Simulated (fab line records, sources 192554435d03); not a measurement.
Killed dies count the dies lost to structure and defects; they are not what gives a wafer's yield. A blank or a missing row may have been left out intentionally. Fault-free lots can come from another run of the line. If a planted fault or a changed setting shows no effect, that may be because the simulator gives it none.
Matching of chambers + flow n5-finfet + rie-diel-03 running N5_BEOL_M0_SAQP_DESCUM_19: 4 sister chambers
The step chemistry O2, time 7.9 s. 8 wafers are shown with their chamber, then 7 later ones without.

== WAFERS, EACH WITH ITS CHAMBER ==
| wafer  | chamber | throttle-valve-pct (%) | rf-vpp-V (V) |
|--------|---------|------------------------|--------------|
| L076.2 | 0       | 20.34                  | 242.8        |
| L085.5 | 3       | 20.42                  | 246.6        |
| L085.6 | 2       | 20.66                  | 241.6        |
| L087.1 | 1       | 20.56                  | 245.8        |
| L087.5 | 0       | 20.09                  | 243.9        |
| L087.6 | 3       | 20.43                  | 246.1        |
| L090.1 | 1       | 20.58                  | 245.5        |
| L090.4 | 2       | 20.67                  | 241.6        |

== WAFERS WITHOUT THEIR CHAMBER ==
| wafer  | throttle-valve-pct (%) | rf-vpp-V (V) |
|--------|------------------------|--------------|
| L090.6 | 20.44                  | 245.4        |
| L095.1 | 20.43                  | 244.6        |
| L095.3 | 20.10                  | 244.9        |
| L095.6 | 20.44                  | 244.9        |
| L097.1 | 20.44                  | 245.1        |
| L097.4 | 20.60                  | 243.5        |
| L097.6 | 20.69                  | 243.0        |

== CHAMBER TAKEN BY EACH ==
| wafer  | from the rows above          | in truth |
|--------|------------------------------|----------|
| L090.6 | can't be placed: 1 or 3      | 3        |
| L095.1 | can't be placed: 1 or 0 or 3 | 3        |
| L095.3 | can't be placed: 0 or 3 or 1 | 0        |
| L095.6 | can't be placed: 1 or 3      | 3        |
| L097.1 | can't be placed: 1 or 3      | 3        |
| L097.4 | can't be placed: 0 or 2 or 1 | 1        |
| L097.6 | 2                            | 2        |
Correctly placed: 1 of 7. These rows do not allow placing 6 (true chamber among the candidates in 6). 0 placed wrongly.
How it was worked out, from the rows above alone: a wafer's distance from a chamber is the root of the sum, over the readings, of the square of ((its reading less the chamber's mean) divided by the reading's scatter). The wafer belongs to the nearest chamber; if the next one is less than 2 further off, it can't be placed. The mean given for a chamber averages the wafers shown for that chamber. How the scatter is found: for the shown wafers, subtract from each reading the mean of its chamber, square and add these, divide the total by (wafers less chambers), then take the root.
